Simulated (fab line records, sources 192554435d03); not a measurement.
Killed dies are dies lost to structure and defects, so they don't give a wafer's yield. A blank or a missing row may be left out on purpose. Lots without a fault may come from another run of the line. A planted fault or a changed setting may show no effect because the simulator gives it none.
Chamber matching | flow n5_finfet | N5_BEOL_M10_DESCUM_33 on rie_diel-06: 4 sister chambers
The step chemistry O2, time 7.9 s. 8 wafers are shown with their chamber, then 8 later ones without.

WAFERS WITH THEIR CHAMBER
wafer  | chamber | throttle_valve_pct (%) | showerhead_plenum_p_Torr (Torr)
L081.1 | 3       | 20.52                  | 2.02
L081.4 | 1       | 19.93                  | 2.02
L081.5 | 3       | 20.55                  | 2.02
L087.6 | 0       | 20.58                  | 2.01
L091.1 | 1       | 19.95                  | 2.01
L091.2 | 0       | 20.61                  | 2.00
L091.3 | 2       | 20.34                  | 2.13
L093.1 | 2       | 20.37                  | 2.13

WAFERS WITHOUT THEIR CHAMBER
wafer  | throttle_valve_pct (%) | showerhead_plenum_p_Torr (Torr)
L093.2 | 20.60                  | 2.00
L093.4 | 20.57                  | 2.01
L095.3 | 20.62                  | 2.00
L095.5 | 20.38                  | 2.13
L095.6 | 20.59                  | 2.01
L097.2 | 20.62                  | 2.00
L097.3 | 20.60                  | 2.01
L097.5 | 20.59                  | 2.01

WHICH CHAMBER EACH WENT THROUGH
wafer  | from the rows above     | in truth
L093.2 | 0                       | 0
L093.4 | can't be placed: 0 or 3 | 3
L095.3 | 0                       | 0
L095.5 | 2                       | 2
L095.6 | 0                       | 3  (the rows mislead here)
L097.2 | 0                       | 0
L097.3 | 0                       | 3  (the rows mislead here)
L097.5 | 0                       | 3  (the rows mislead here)
Placed correctly: 4 of 8. Can't be placed from these rows: 1 (the true chamber is among the candidates in 1). Placed wrongly: 3.
How it was worked out, from the rows above alone: a wafer's distance from a chamber is the root of the sum, over the readings, of the square of ((its reading less the chamber's mean) divided by the reading's scatter). The wafer belongs to the nearest chamber; if the next one is less than 2 further off, it can't be placed. A chamber's mean is the mean of its shown wafers. The scatter: the root of (the sum of the squares of (reading less its chamber's mean) over the shown wafers, divided by (wafers less chambers)).
